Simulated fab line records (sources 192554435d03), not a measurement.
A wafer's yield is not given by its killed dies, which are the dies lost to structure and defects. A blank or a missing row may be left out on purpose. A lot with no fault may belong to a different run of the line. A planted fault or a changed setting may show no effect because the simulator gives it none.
Which tool is to blame? | flow n5Finfet | 24 wafers from 8 lots sampled at 7 of the route's 1938 steps

== WHAT THE GAUGES READ, wafer by wafer ==
N5_BEOL_M0_SAQP_THK_MEAS_05.
lot  | measured     | on           | thkNm (nm)
L281 | day 6 12:43  | filmMetro-02 | 60.9 60.3 60.7
L286 | day 7 04:16  | filmMetro-02 | 60.9 58.6 60.0
L285 | day 7 10:43  | filmMetro-02 | 61.3 61.4 61.2
L288 | day 7 21:41  | filmMetro-01 | 59.7 60.8 61.1
L293 | day 8 21:34  | filmMetro-02 | 59.8 60.5 60.7
L294 | day 9 04:18  | filmMetro-01 | 61.9 60.8 62.2
L300 | day 10 15:28 | filmMetro-01 | 45.6 60.7 60.8
L301 | day 11 01:56 | filmMetro-02 | 45.4 60.4 60.0

N5_BEOL_M4_RC_MEAS_101.
lot  | measured     | on        | DIBL_N (mV/V)  | DIBL_P (mV/V)  | IOFF_N (nA/um) | IOFF_P (nA/um) | ION_N (uA/um) | ION_P (uA/um) | SS_N (mV/dec)  | SS_P (mV/dec)  | VT_N (mV)   | VT_P (mV)
L281 | day 8 21:56  | prober-02 | 33.6 32.9 37.0 | 32.9 33.4 36.0 | 0.12 0.12 0.18 | 0.20 0.20 0.24 | 655 667 675   | 456 469 464   | 71.0 70.7 71.3 | 73.3 72.9 73.5 | 252 255 247 | -247 -248 -249
L286 | day 9 07:28  | prober-01 | 35.1 37.2 37.0 | 35.3 38.0 37.3 | 0.15 0.19 0.19 | 0.22 0.27 0.26 | 687 687 687   | 473 472 470   | 71.1 72.2 71.5 | 73.1 73.1 73.8 | 246 245 245 | -248 -245 -247
L285 | day 9 22:19  | prober-02 | 34.8 36.0 33.0 | 33.3 36.1 31.3 | 0.13 0.16 0.11 | 0.20 0.25 0.18 | 670 673 672   | 466 460 465   | 70.5 71.8 70.0 | 74.2 74.5 73.2 | 250 247 253 | -251 -249 -251
L288 | day 10 02:01 | prober-02 | 39.1 38.3 41.6 | 39.9 37.7 44.0 | 0.21 0.19 0.27 | 0.28 0.24 0.34 | 685 680 706   | 467 461 480   | 71.8 71.5 73.0 | 74.1 72.9 75.6 | 245 248 244 | -247 -249 -245
L293 | day 11 02:22 | prober-01 | 38.6 37.7 35.2 | 39.5 38.2 35.6 | 0.19 0.17 0.12 | 0.26 0.25 0.21 | 668 683 647   | 457 469 448   | 72.1 72.4 72.0 | 74.2 73.5 74.0 | 248 248 253 | -251 -251 -252
L294 | day 11 22:19 | prober-01 | 41.3 36.2 35.9 | 41.0 35.4 33.3 | 0.29 0.17 0.14 | 0.34 0.23 0.19 | 697 689 667   | 476 479 455   | 71.5 71.1 71.7 | 74.8 73.6 72.6 | 239 246 251 | -244 -246 -250
L300 | day 13 07:53 | prober-02 | 40.7 35.8 39.5 | 41.8 35.6 41.2 | 0.23 0.14 0.22 | 0.30 0.20 0.28 | 679 662 677   | 467 462 464   | 72.8 71.7 73.2 | 73.9 73.1 74.6 | 244 252 246 | -248 -252 -249
L301 | day 13 12:40 | prober-01 | 38.2 38.9 34.8 | 37.6 41.0 34.9 | 0.17 0.22 0.12 | 0.22 0.31 0.19 | 663 688 654   | 455 470 460   | 72.4 72.6 71.5 | 73.6 74.6 73.9 | 254 244 257 | -252 -246 -251

== EACH LOT AND THE TOOL THAT RAN IT (in order: tool; ch and the chambers of the sampled wafers; start) ==
lot  | N5_MOL_CONTACT_COAG_DESCUM_45     | N5_MOL_CONTACT_COAG_STRIP_72      | N5_BEOL_M0_SAQP_ILD_DEP_01     | N5_BEOL_M0_SAQP_PECVD_04       | N5_BEOL_M0_SAQP_MANDREL_ETCH_20
L281 | rieDiel-02 ch 0,1,3, day 5 19:53  | rieDiel-06 ch 0,3, day 5 20:29    | pecvd-04 ch 0,1,2, day 6 11:37 | pecvd-04 ch 0,1,2, day 6 12:38 | rieSi-06 ch 1,2, day 6 13:58
L286 | rieDiel-04 ch 2,3, day 6 20:25    | rieDiel-04 ch 0,3, day 6 21:01    | pecvd-02 ch 0,1,2, day 7 01:41 | pecvd-03 ch 0,1, day 7 04:11   | rieSi-06 ch 0,2,3, day 7 05:01
L285 | rieDiel-02 ch 1,2,3, day 7 04:31  | rieDiel-02 ch 1,2,3, day 7 05:30  | pecvd-04 ch 1,2, day 7 09:55   | pecvd-04 ch 1,2, day 7 10:37   | rieSi-06 ch 2,3, day 7 11:26
L288 | rieDiel-04 ch 1,2,3, day 7 15:59  | rieDiel-04 ch 0,1,3, day 7 16:35  | pecvd-04 ch 0,1,2, day 7 20:58 | pecvd-04 ch 0,2, day 7 21:35   | rieSi-01 ch 1,2, day 7 22:31
L293 | rieDiel-06 ch 1,2,3, day 8 14:56  | rieDiel-02 ch 1,2,3, day 8 15:31  | pecvd-02 ch 0,1,2, day 8 21:06 | pecvd-04 ch 0,2, day 8 21:28   | rieSi-04 ch 1,2,3, day 8 22:18
L294 | rieDiel-02 ch 0,2, day 8 22:53    | rieDiel-04 ch 0,2,3, day 8 23:31  | pecvd-04 ch 0,1,2, day 9 03:55 | pecvd-03 ch 0,1,2, day 9 04:12 | rieSi-04 ch 0,2,3, day 9 05:01
L300 | rieDiel-04 ch 0,3, day 10 09:10   | rieDiel-04 ch 0,1,3, day 10 09:46 | pecvd-04 ch 1,2, day 10 14:10  | pecvd-04 ch 1,2, day 10 15:20  | rieSi-04 ch 2,3, day 10 16:11
L301 | rieDiel-04 ch 0,2,3, day 10 19:44 | rieDiel-04 ch 1,2,3, day 10 20:20 | pecvd-03 ch 0,1, day 11 00:43  | pecvd-04 ch 1,2, day 11 01:48  | rieSi-06 ch 0,1, day 11 02:46
- N5_MOL_CONTACT_COAG_DESCUM_45: chemistry O2, time 7 s.
- N5_MOL_CONTACT_COAG_STRIP_72: strips in N2/H2.
- N5_BEOL_M0_SAQP_ILD_DEP_01: deposits SiOC from DEMS/O2, target thk 45.419 nm, time 8.7 s.
- N5_BEOL_M0_SAQP_PECVD_04: deposits a-Si from SiH4/He, target thk 60 nm, time 60.2 s.
- N5_BEOL_M0_SAQP_MANDREL_ETCH_20: etches a-Si in HBr/Cl2, stops on SiNx, target depth 60 nm, bt time 10 s, time 30 s.

== AS READ BY THE TOOLS THEMSELVES (means over the sampled wafers that have a number; for cases with no such wafer, the mark the record gives instead) ==
N5_MOL_CONTACT_COAG_DESCUM_45.
lot  | tool       | drypumpMotorCurrentA (A) | oesProductAu (a.u.) | rfVppV (V) | showerheadPlenumPTorr (Torr) | throttleValvePct (%)
L281 | rieDiel-02 | 5.6                      | 0.78                | 243.2      | 2.07                         | 20.30
L286 | rieDiel-04 | 5.7                      | 0.77                | 242.1      | 2.05                         | 20.47
L285 | rieDiel-02 | 5.2                      | 0.78                | 242.5      | 2.06                         | 20.34
L288 | rieDiel-04 | 5.5                      | 0.76                | 242.6      | 2.03                         | 20.52
L293 | rieDiel-06 | 5.7                      | 0.83                | 242.9      | 2.04                         | 20.48
L294 | rieDiel-02 | 5.5                      | 0.73                | 244.4      | 2.17                         | 20.39
L300 | rieDiel-04 | 5.7                      | 0.74                | 242.2      | 2.08                         | 20.58
L301 | rieDiel-04 | 5.9                      | 0.72                | 242.4      | 2.09                         | 20.52

N5_MOL_CONTACT_COAG_STRIP_72.
lot  | tool       | drypumpMotorCurrentA (A) | oesProductAu (a.u.) | powerW (W) | rfVppV (V) | showerheadPlenumPTorr (Torr) | throttleValvePct (%)
L281 | rieDiel-06 | 5.6                      | 0.83                | 449.5      | 59.0       | 2.49                         | 23.6
L286 | rieDiel-04 | 5.9                      | 0.76                | 449.9      | 58.8       | 2.56                         | 23.4
L285 | rieDiel-02 | 5.2                      | 0.78                | 449.4      | 60.0       | 2.52                         | 23.6
L288 | rieDiel-04 | 5.6                      | 0.77                | 449.0      | 57.6       | 2.50                         | 23.7
L293 | rieDiel-02 | 5.2                      | 0.76                | 449.5      | 58.7       | 2.52                         | 23.6
L294 | rieDiel-04 | 5.9                      | 0.72                | 451.5      | 58.6       | 2.50                         | 23.3
L300 | rieDiel-04 | 5.6                      | 0.75                | 449.8      | 59.3       | 2.49                         | 23.7
L301 | rieDiel-04 | 5.5                      | 0.73                | 450.7      | 58.2       | 2.44                         | 23.6

N5_BEOL_M0_SAQP_ILD_DEP_01.
lot  | tool     | chamberPressureTorr (Torr) | heaterPowerW (W) | showerheadPlenumPTorr (Torr) | throttleValvePct (%)
L281 | pecvd-04 | 5.009                      | 416              | 5.696                        | 11.7
L286 | pecvd-02 | 4.993                      | 425              | 5.699                        | 12.0
L285 | pecvd-04 | 4.991                      | 386              | 5.698                        | 11.9
L288 | pecvd-04 | 5.002                      | 444              | 5.697                        | 11.7
L293 | pecvd-02 | 4.999                      | 437              | 5.696                        | 11.9
L294 | pecvd-04 | 4.998                      | 441              | 5.700                        | 11.6
L300 | pecvd-04 | 5.006                      | 404              | 5.701                        | 11.9
L301 | pecvd-03 | 4.999                      | 412              | 5.698                        | 12.6

N5_BEOL_M0_SAQP_PECVD_04.
lot  | tool     | chamberPressureTorr (Torr) | heaterPowerW (W) | showerheadPlenumPTorr (Torr) | throttleValvePct (%)
L281 | pecvd-04 | 3.002                      | 580              | 5.67                         | 17.9
L286 | pecvd-03 | 2.999                      | 505              | 5.68                         | 19.4
L285 | pecvd-04 | 3.002                      | 559              | 5.69                         | 18.1
L288 | pecvd-04 | 2.997                      | 573              | 5.66                         | 17.7
L293 | pecvd-04 | 2.997                      | 554              | 5.64                         | 17.5
L294 | pecvd-03 | 2.998                      | 572              | 5.63                         | 18.1
L300 | pecvd-04 | 3.001                      | 575              | 5.71                         | 18.1
L301 | pecvd-04 | 2.994                      | 545              | 5.70                         | 18.1

N5_BEOL_M0_SAQP_MANDREL_ETCH_20.
lot  | tool     | drypumpMotorCurrentA (A) | oesProductAu (a.u.) | throttleValvePct (%)
L281 | rieSi-06 | 5.6                      | 0.792               | 35.8
L286 | rieSi-06 | 5.6                      | 0.771               | 35.6
L285 | rieSi-06 | 5.4                      | 0.772               | 35.5
L288 | rieSi-01 | 5.8                      | 0.790               | 35.2
L293 | rieSi-04 | 5.4                      | 0.780               | 35.6
L294 | rieSi-04 | 5.7                      | 0.787               | 35.4
L300 | rieSi-04 | 5.6                      | 0.748               | 35.5
L301 | rieSi-06 | 5.8                      | 0.735               | 35.7

== THE ANSWER, worked out from the rows above alone ==
Rule: the lots themselves supply what counts as usual. The widest of any qualifying gaps counts: lots, ordered by their means at a reading, are off when they make up no more than a third of the lots, leave a main group of 4 or more, and stand apart from it by 3 or more times the standard deviation of that group's means. A main group whose means are all the same, to the digits that the tables above print for the reading, isn't used. Also off: a lot with no number at a reading for which 4 or more lots have one. All remaining lots with rows at the step are treated as sound. First the gauges in route order, then the tools' own readings, where a lot's mean is used as printed above. At the first step where some lot is off, the reading lying furthest off is the one used; lots without a number count as furthest.
Off: L300, L301 (N5_BEOL_M0_SAQP_THK_MEAS_05, thkNm). The main group: mean 60.7 nm, standard deviation 0.6.
A tool fits if, at a process step before that reading, it ran every lot that is off, and no sound lot after the first of them. Those tools and the gauges at N5_BEOL_M0_SAQP_THK_MEAS_05 are tried in the same way. Undecided on this evidence; 2 tools fit (rieDiel-04 at N5_MOL_CONTACT_COAG_DESCUM_45 and N5_MOL_CONTACT_COAG_STRIP_72, pecvd-04 at N5_BEOL_M0_SAQP_PECVD_04).

== WHAT HAD BEEN PUT IN BY THE SIMULATOR ==
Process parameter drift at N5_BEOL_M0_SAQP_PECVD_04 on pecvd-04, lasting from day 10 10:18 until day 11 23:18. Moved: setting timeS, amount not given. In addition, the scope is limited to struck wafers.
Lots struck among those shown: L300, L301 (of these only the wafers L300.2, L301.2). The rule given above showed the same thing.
